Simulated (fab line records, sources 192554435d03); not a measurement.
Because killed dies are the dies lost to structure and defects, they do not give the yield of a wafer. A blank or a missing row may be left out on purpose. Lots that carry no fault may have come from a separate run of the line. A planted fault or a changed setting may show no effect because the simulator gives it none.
Which tool did it? ; flow n5_finfet ; 11 lots, 31 wafers sampled, at 5 steps of a route of 1938

== WHAT THE GAUGES READ, wafer by wafer ==
N5_WELL_APT_OVL_MEAS_09. Usual: NWELL_OVL typically reads 1 nm, with standard deviation 4.8.
lot;measured;on;NWELL_OVL (nm);flag
L614;day 1 13:43;overlay-02;-11 1 -7;
L615;day 1 20:00;overlay-01;-5 -6 0;
L617;day 2 07:57;overlay-02;-3 0 8;
L622;day 3 14:02;overlay-02;-2 3 2;
L623;day 3 19:43;overlay-02;-5 1 -6;
L626;day 4 13:43;overlay-01;6 12 8;
L630;day 5 13:43;overlay-01;-6 11 6;
L631;day 5 19:51;overlay-02;6 2 2;
L633;day 6 07:35;overlay-01;10 11;
L634;day 6 13:36;overlay-02;1 7 -3;
L637;day 7 07:44;overlay-01;1 5;

N5_WELL_APT_OVL_MEAS_26. Usual: PWELL_OVL typically reads -3 nm, with standard deviation 5.
lot;measured;on;PWELL_OVL (nm);flag
L614;day 1 15:06;overlay-01;1 -1 3;
L615;day 1 21:15;overlay-02;-9 4 -1;
L617;day 2 09:11;overlay-01;8 -1 -8;
L622;day 3 15:19;overlay-01;1 -1 1;
L623;day 3 20:56;overlay-02;-2 -4 -3;
L626;day 4 15:10;overlay-01;8 1 1;
L630;day 5 14:58;overlay-02;-3 -3 0;
L631;day 5 21:24;overlay-02;-9 0 0;
L633;day 6 08:43;overlay-01;-5 -12;
L634;day 6 14:43;overlay-01;-2 3 0;
L637;day 7 10:13;overlay-01;-6 -5;

N5_BEOL_M4_RC_MEAS_101. Usual: DIBL_N 37.2 mV/V, standard deviation 2.1; DIBL_P 37.3 mV/V, standard deviation 2.3; IOFF_N 0.18 nA/um, standard deviation 0.041; IOFF_P 0.24 nA/um, standard deviation 0.042; ION_N 680 uA/um, standard deviation 13; ION_P 466 uA/um, standard deviation 7.7; SS_N 71.8 mV/dec, standard deviation 0.68; SS_P 73.5 mV/dec, standard deviation 0.66; VT_N 249 mV, standard deviation 3.6; VT_P -248 mV, standard deviation 3.4.
lot;measured;on;DIBL_N (mV/V);DIBL_P (mV/V);IOFF_N (nA/um);IOFF_P (nA/um);ION_N (uA/um);ION_P (uA/um);SS_N (mV/dec);SS_P (mV/dec);VT_N (mV);VT_P (mV);flag
L614;day 8 08:06;prober-02;36.9 36.9 37.2;36.3 36.9 37.8;0.16 0.16 0.18;0.22 0.22 0.23;673 670 678;467 467 466;71.0 71.6 71.7;72.9 73.0 73.3;248 247 249;-250 -248 -248;
L615;day 8 17:01;prober-01;34.4 33.4 35.9;34.0 33.2 36.3;0.15 0.13 0.18;0.20 0.17 0.23;677 665 684;472 455 463;70.9 70.7 71.7;73.2 73.0 73.2;249 250 245;-249 -254 -247;
L617;day 9 01:14;prober-01;39.2 38.1 39.9;39.5 37.7 41.7;0.23 0.19 0.27;0.27 0.23 0.32;705 689 712;473 468 482;71.8 72.9 72.1;74.0 73.8 74.1;243 248 242;-247 -252 -243;
L622;day 9 19:36;prober-01;34.2 36.8 38.3;34.9 37.7 39.7;0.13 0.17 0.22;0.18 0.24 0.27;669 677 696;460 465 475;71.1 71.3 72.6;72.9 73.5 73.5;252 246 242;-253 -247 -247;
L623;day 10 12:20;prober-02;35.3 33.3 36.0;36.0 34.3 36.6;0.16 0.13 0.18;0.26 0.22 0.28;686 670 686;475 473 477;72.0 70.9 71.9;73.8 73.4 73.5;249 250 249;-244 -246 -240;
L626;day 11 22:16;prober-01;42.6 39.3 40.7;43.0 38.8 41.2;0.30 0.20 0.24;0.35 0.26 0.31;715 678 700;480 464 470;72.6 72.6 72.9;74.8 73.9 74.8;241 249 244;-246 -251 -248;
L630;day 12 07:14;prober-02;34.8 36.9 35.8;34.9 38.3 37.3;0.13 0.16 0.15;0.19 0.25 0.23;678 687 685;467 475 470;71.0 71.2 71.2;72.9 73.7 72.9;255 251 252;-248 -245 -249;
L631;day 13 17:26;prober-01;39.4 39.5 35.9;40.3 40.7 37.1;0.22 0.21 0.16;0.30 0.31 0.23;684 675 677;479 470 469;73.5 72.4 70.9;74.3 74.2 73.5;247 250 249;-246 -244 -247;
L633;day 13 20:22;prober-01;37.3 39.4;36.5 38.5;0.15 0.18;0.20 0.23;673 673;461 456;71.4 72.3;73.8 74.2;254 254;-255 -252;
L634;day 14 01:07;prober-02;38.3 37.0 36.4;36.8 34.8 35.6;0.17 0.15 0.15;0.22 0.20 0.21;676 687 677;462 465 474;71.4 71.8 71.5;73.8 72.7 73.0;248 250 250;-248 -249 -249;
L637;day 15 00:02;prober-02;37.5 38.1;36.9 37.8;0.18 0.20;0.25 0.27;675 677;466 463;72.0 72.2;73.6 74.2;251 248;-249 -245;

== EACH LOT AND THE TOOL THAT RAN IT (in order: tool; ch and the chambers of the sampled wafers; start) ==
lot;N5_PMOS_HMC_CHANNEL_EPI_HM_DEP_34;N5_PMOS_HMC_CHANNEL_EPI_COAT_03
L614;pecvd-03 ch 1,2, day 1 17:11;litho_track-02 ch 0, day 1 17:15
L615;pecvd-02 ch 0,1, day 1 23:27;litho_track-02 ch 0, day 1 23:32
L617;pecvd-04 ch 0,1, day 2 11:33;litho_track-05 ch 0, day 2 11:37
L622;pecvd-02 ch 1,2, day 3 17:05;litho_track-05 ch 0, day 3 17:08
L623;pecvd-02 ch 0,1, day 3 22:50;litho_track-05 ch 0, day 3 22:53
L626;pecvd-03 ch 0,2, day 4 16:55;litho_track-05 ch 0, day 4 16:59
L630;pecvd-02 ch 0,1,2, day 5 17:07;litho_track-05 ch 0, day 5 17:10
L631;pecvd-03 ch 0,1,2, day 5 23:42;litho_track-05 ch 0, day 5 23:46
L633;pecvd-02 ch 0,2, day 6 10:55;litho_track-02 ch 0, day 6 10:59
L634;pecvd-04 ch 0,1, day 6 16:28;litho_track-02 ch 0, day 6 16:31
L637;pecvd-03 ch 0,2, day 7 12:13;litho_track-02 ch 0, day 7 12:17
- N5_PMOS_HMC_CHANNEL_EPI_HM_DEP_34: deposits SiO2 from TEOS/O2, target thk 36 nm, time 6.9 s.
- N5_PMOS_HMC_CHANNEL_EPI_COAT_03: resist thk 205 nm.

== AS READ BY THE TOOLS THEMSELVES (means over the sampled wafers that have a number; for cases with no such wafer, the mark the record gives instead) ==
N5_PMOS_HMC_CHANNEL_EPI_HM_DEP_34. Usual: heater_power_w 581 W, standard deviation 110; showerhead_plenum_p_Torr 8.36 Torr, standard deviation 0.035; throttle_valve_pct 18.9 %, standard deviation 0.94.
lot;tool;heater_power_w (W);showerhead_plenum_p_Torr (Torr);throttle_valve_pct (%);flag
L614;pecvd-03;546;8.38;18.5;
L615;pecvd-02;632;8.35;18.7;
L617;pecvd-04;662;8.37;19.9;
L622;pecvd-02;533;8.36;17.8;
L623;pecvd-02;539;8.36;18.9;
L626;pecvd-03;452;8.37;18.4;
L630;pecvd-02;522;8.35;18.6;
L631;pecvd-03;525;8.38;18.3;
L633;pecvd-02;476;8.35;18.5;
L634;pecvd-04;730;8.30;20.5;
L637;pecvd-03;464;8.37;18.6;

N5_PMOS_HMC_CHANNEL_EPI_COAT_03. Usual: spin_speed_rpm at 1499.9 rpm, with a standard deviation of 0.89.
lot;tool;spin_speed_rpm (rpm);flag
L614;litho_track-02;1500.6;
L615;litho_track-02;1500.1;
L617;litho_track-05;1500.1;
L622;litho_track-05;1499.2;
L623;litho_track-05;1499.6;
L626;litho_track-05;1499.8;
L630;litho_track-05;1577.7;OFF
L631;litho_track-05;1577.1;OFF
L633;litho_track-02;1499.2;
L634;litho_track-02;1500.1;
L637;litho_track-02;1499.6;

== THE ANSWER, worked out from the rows above alone ==
Rule: a lot is off if the mean of its wafers that have a number lies more than 3 standard deviations from the usual mean. A lot without any number at a reading at which 4 lots or more have one is off too. Where the step has rows for the other lots, those lots are counted as sound. First the gauges in route order, then the tools' own readings, where a lot's mean is used as printed above. At the first step where some lot is off, the reading lying furthest off is the one used; lots without a number count as furthest.
Off: L630, L631, at N5_PMOS_HMC_CHANNEL_EPI_COAT_03 (spin_speed_rpm).
If a tool, at that step or one of the process steps before it, ran each lot that is off and ran no sound lot following the first of them, it fits. One fits: N5_PMOS_HMC_CHANNEL_EPI_COAT_03 on litho_track-05. Its last sound lot is L626 (day 4 16:59), its first lot that is off L630 (day 5 17:10): a fault that began between those two fits.
On the lots that are off, the tool's own readings at N5_PMOS_HMC_CHANNEL_EPI_COAT_03 differ by more than 5 times the standard deviation of the sound lots' means, which bears it out; spin_speed_rpm reads 1577.4 rpm there versus 1499.8 rpm on the sound lots.

== WHAT HAD BEEN PUT IN BY THE SIMULATOR ==
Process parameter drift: litho_track-05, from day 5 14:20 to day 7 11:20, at N5_PMOS_HMC_CHANNEL_EPI_COAT_03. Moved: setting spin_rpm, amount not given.
Shown lots that were struck: L630, L631. The same result came from the rule above.
